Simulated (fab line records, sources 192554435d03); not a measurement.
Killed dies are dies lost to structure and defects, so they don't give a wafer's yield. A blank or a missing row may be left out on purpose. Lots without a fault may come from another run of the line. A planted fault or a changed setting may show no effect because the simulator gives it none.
Split-lot experiment | flow n5_finfet | 7 lots, 21 wafers read, on a route of 1938 steps

THE SPLIT
At N5_BEOL_M6_TRENCH_ETCH_37 (etches SiCOH lowk in C4F6/O2, target depth 94.435 nm, time 31.5 s), the setting source_w was moved away from the recipe's 345 W on 12 of the 21 wafers read, by +7.0% to +16.4%. The other wafers ran this setting at the recipe's value.

The reading is taken at the split's own step.

THE READING
rf_vpp_V, in V, at N5_BEOL_M6_TRENCH_ETCH_37 (etches SiCOH lowk in C4F6/O2, target depth 94.435 nm, time 31.5 s). Fault-free wafers of this fab line usually give 667 V, standard deviation 9.2 V.

wafer  | tool, chamber at the split | source_w as run, W | against the recipe | rf_vpp_V, V | against lot-mates on the recipe
L078.1 | rie_diel-01, 3             | 345                | recipe             | 676         | -
L078.4 | rie_diel-01, 1             | 401.7              | +16.4%             | 602         | -74
L078.5 | rie_diel-01, 0             | 401.7              | +16.4%             | 617         | -59
L079.1 | rie_diel-06, 1             | 379.5              | +10.0%             | 645         | -28
L079.2 | rie_diel-06, 2             | 345                | recipe             | 673         | -
L079.6 | rie_diel-06, 2             | 379.5              | +10.0%             | 640         | -33
L080.1 | rie_diel-01, 1             | 345                | recipe             | 650         | -
L080.2 | rie_diel-01, 0             | 345                | recipe             | 667         | -
L080.3 | rie_diel-01, 2             | 345                | recipe             | 657         | -
L082.2 | rie_diel-06, 3             | 391.5              | +13.5%             | 633         | -39
L082.4 | rie_diel-06, 2             | 345                | recipe             | 672         | -
L082.6 | rie_diel-06, 1             | 391.5              | +13.5%             | 635         | -37
L083.1 | rie_diel-01, 1             | 369.2              | +7.0%              | 630         | -38
L083.5 | rie_diel-01, 1             | 369.2              | +7.0%              | 629         | -39
L083.6 | rie_diel-01, 0             | 345                | recipe             | 668         | -
L085.4 | rie_diel-03, 2             | 401.1              | +16.3%             | 620         | -52
L085.5 | rie_diel-03, 0             | 401.1              | +16.3%             | 622         | -50
L085.6 | rie_diel-03, 3             | 345                | recipe             | 672         | -
L097.2 | rie_diel-06, 0             | 345                | recipe             | 651         | -
L097.3 | rie_diel-06, 1             | 393.4              | +14.0%             | 632         | -19
L097.5 | rie_diel-06, 1             | 393.4              | +14.0%             | 633         | -18

THE FIT
A straight line over all 21 wafers: rf_vpp_V changes by -2.74 V for each +1% of source_w; r = -0.90; the points scatter about the line by 9.8 V.
The same after taking each lot's own level away (the mean of its wafers on the recipe; 21 wafers): -3 V for each +1%; r = -0.88; scatter 12 V.
On that fit, the largest move of source_w shifts the reading by 49 V.
The lots' own levels span 651.0 to 676.0 V, that is 2.7 times the standard deviation above.
So the lot-to-lot level changes the slope little: the two slopes agree.
Check: with one of the wafers moved furthest among these (+16.4%) left out of the fit, the line predicts -46.8 V for it against its lot-mates. It came out at -74 V against them.
Tool readings at the split's step, against how far the setting was moved: rf_vpp_V r = -0.90.

OTHER SPLITS ON THESE WAFERS
These wafers also went through other splits before the reading. Each is held against what the fit with the lots' levels taken away leaves over:
other split on the same wafers | wafers away from the commonest value | r with rf_vpp_V (lot level and that fit taken away)
N5_BEOL_M6_COAT_63 spin_rpm    | 9                                    | +0.20
N5_BEOL_M6_COAT_22 spin_rpm    | 5                                    | +0.35
N5_BEOL_M6_VIA_ETCH_34 time_s  | 5                                    | -0.11

THE FILE'S OWN FIT
rf_vpp_V changes by -3.09 V for each +1% of source_w, r = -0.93.
